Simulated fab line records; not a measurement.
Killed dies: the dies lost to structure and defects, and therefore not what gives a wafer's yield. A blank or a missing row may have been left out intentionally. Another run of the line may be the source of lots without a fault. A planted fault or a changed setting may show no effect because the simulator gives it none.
Struck lot and sound lot, side by side | flow n5Finfet | 26 out of 1938 route steps
Sound: these wafers, L889.1, L889.4, L889.5. Struck: wafers L896.1, L896.3. The cause is named last.
Each step with rows lists, per side, the tool, then ch with its chambers, then its first start. Under that, the readings that differ: sound wafers | struck wafers | difference of the means | sigmas: that difference in standard deviations of wafers without a fault.
alike: words and numbers the same on both sides, and readings whose means are apart by under 2 such deviations; not compared: readings that were withheld, readings missing a value for some wafer, numbers with overlapping values and no deviation given by the record, and bounds like >300 which may hide the same value.
Wherever a step has rows on one side only, a row that says differs or no value, or a row with sigmas, the two part there. When numbers do not overlap yet have no deviation, they are printed without sigmas and do not part them. Lack of a reading on every wafer of one side parts them only where that side has two or more wafers.

first, 3 steps without rows for these wafers: N5_STI_FIN_REVEAL_ALD_14 (deposits Si3N4, target thk 3 nm); N5_STI_FIN_REVEAL_FCVD_FILL_01 (material SiO2 flowable, target thk 312 nm, time 512.2 s); N5_STI_FIN_REVEAL_DENSIFY_02 (time 1800 s).
N5_STI_FIN_REVEAL_CMP_04: polishes, stops on Si3N4, t overpolish 4 s, target thk 131.83 nm.
  sound on cmp-02 ch 0,2,3, day 2 11:56; struck on cmp-03 ch 1,2, day 4 02:17
reading            | sound             | struck      | difference | sigmas
overpolishRunS (s) | 3.979 3.981 4.003 | 3.998 4.018 | +0.020     | +2
  alike: motorCurrentA, timeToEndpointS
N5_STI_FIN_REVEAL_THK_MEAS_05:
  sound: filmMetro-01 at day 2 12:10; struck: filmMetro-02 at day 4 02:33
  alike: thkNm
then, 1 step without rows for these wafers: N5_STI_FIN_REVEAL_DENSIFY_30.
N5_STI_FIN_REVEAL_ETCHBACK_08: etches SiO2 in C4F6/O2, target depth 30.5 nm, time 10.167 s.
  sound on rieDiel-06 ch 1,3, day 2 12:24; struck on rieDiel-05 ch 0,1, day 4 02:47
  alike: drypumpMotorCurrentA, oesProductAu, rfVppV, showerheadPlenumPTorr, throttleValvePct
  not compared: rfHoursCounterH
N5_STI_FIN_REVEAL_STRIP_24: strips in N2/H2, time 90 s.
  sound on rieDiel-06 ch 1,3, day 2 12:26; struck on rieDiel-05 ch 0,1, day 4 02:50
reading    | sound          | struck    | difference | sigmas
rfVppV (V) | 44.8 44.7 44.6 | 46.7 46.8 | +2.0       | +2
  alike: drypumpMotorCurrentA, oesProductAu, showerheadPlenumPTorr, throttleValvePct
  not compared: rfHoursCounterH
then, 4 steps without rows for these wafers: N5_STI_FIN_REVEAL_PRECLEAN_25 (cleans in SPM, time 90 s); N5_STI_FIN_REVEAL_PRECLEAN_26 (cleans in SC1, time 45 s); N5_STI_FIN_REVEAL_PRECLEAN_29 (cleans in DHF, time 30 s); N5_STI_FIN_REVEAL_SRD_12 (time 30 s).
N5_STI_FIN_REVEAL_RECESS_09: chemistry HF/NH3, target SiO2, afs cycles 11, target depth 42.5 nm, sublimation time 60 s.
  sound on vaporEtch-01 ch 0,1, day 2 12:40; struck on vaporEtch-02 ch 1, day 4 03:02
reading   | sound             | struck      | difference | sigmas
tempC (C) | 30.03 30.01 30.17 | 27.78 27.65 | -2.36      | -21
  alike: drypumpMotorCurrentA
then, 3 steps without rows for these wafers: N5_STI_FIN_REVEAL_STRIP_16 (strips SiNx in H3PO4, target depth 23.8 nm); N5_STI_FIN_REVEAL_PRECLEAN_17 (cleans in NF3:NH3, afs cycles 1, time 20 s, sublimation time 60 s); N5_STI_FIN_REVEAL_ETCH_34 (etches Si in H2, material Si, target depth 0.97 nm).
N5_STI_FIN_REVEAL_OXIDATION_31: chemistry O2 PLASMA REMOTE, time 20 s.
  sound on plasmaAsher-01 ch 0,1, day 2 15:20; struck on plasmaAsher-02 ch 0, day 4 05:11
  alike: drypumpMotorCurrentA, heaterPowerW
  not compared: rfHoursCounterH
then, 3 steps without rows for these wafers: N5_STI_FIN_REVEAL_PRECLEAN_32 (cleans in NF3:NH3, afs cycles 1, time 20 s, sublimation time 60 s); N5_STI_FIN_REVEAL_STRIP_35 (strips Si3N4 in H3PO4, target depth 4 nm, time 39 s); N5_STI_FIN_REVEAL_SRD_21 (time 30 s).
N5_STI_FIN_REVEAL_OXIDATION_33: chemistry O2 PLASMA REMOTE, time 20 s.
  sound on plasmaAsher-02 ch 0,1, day 2 15:41; struck on plasmaAsher-01 ch 0,1, day 4 05:33
  alike: drypumpMotorCurrentA, heaterPowerW
  not compared: rfHoursCounterH
then, 2 steps without rows for these wafers: N5_STI_FIN_REVEAL_CLEAN_19 (cleans in O3/DIW, time 120 s); N5_STI_FIN_REVEAL_SRD_23 (time 30 s).
N5_STI_FIN_REVEAL_CD_MEAS_22: target cd 6.238 nm, pitch 28 nm.
  sound: cdSem-01 at day 2 15:51; struck: cdSem-01 at day 4 05:43
  alike: cdNm
N5_STI_FIN_REVEAL_FIN_H_MEAS_10:
  sound: ocd-01 at day 2 15:53; struck: ocd-01 at day 4 05:44
reading            | sound          | struck    | difference | sigmas
trenchDepthNm (nm) | 51.8 52.2 51.8 | 54.1 54.5 | +2.4       | +3
then, 1 step without rows for these wafers: N5_STI_FIN_REVEAL_PRECLEAN_18 (cleans in SC2, time 45 s).

## WHERE THEY PART
First at N5_STI_FIN_REVEAL_CMP_04; last, within this record, at N5_STI_FIN_REVEAL_FIN_H_MEAS_10.

WHY: what had been put in by the simulator
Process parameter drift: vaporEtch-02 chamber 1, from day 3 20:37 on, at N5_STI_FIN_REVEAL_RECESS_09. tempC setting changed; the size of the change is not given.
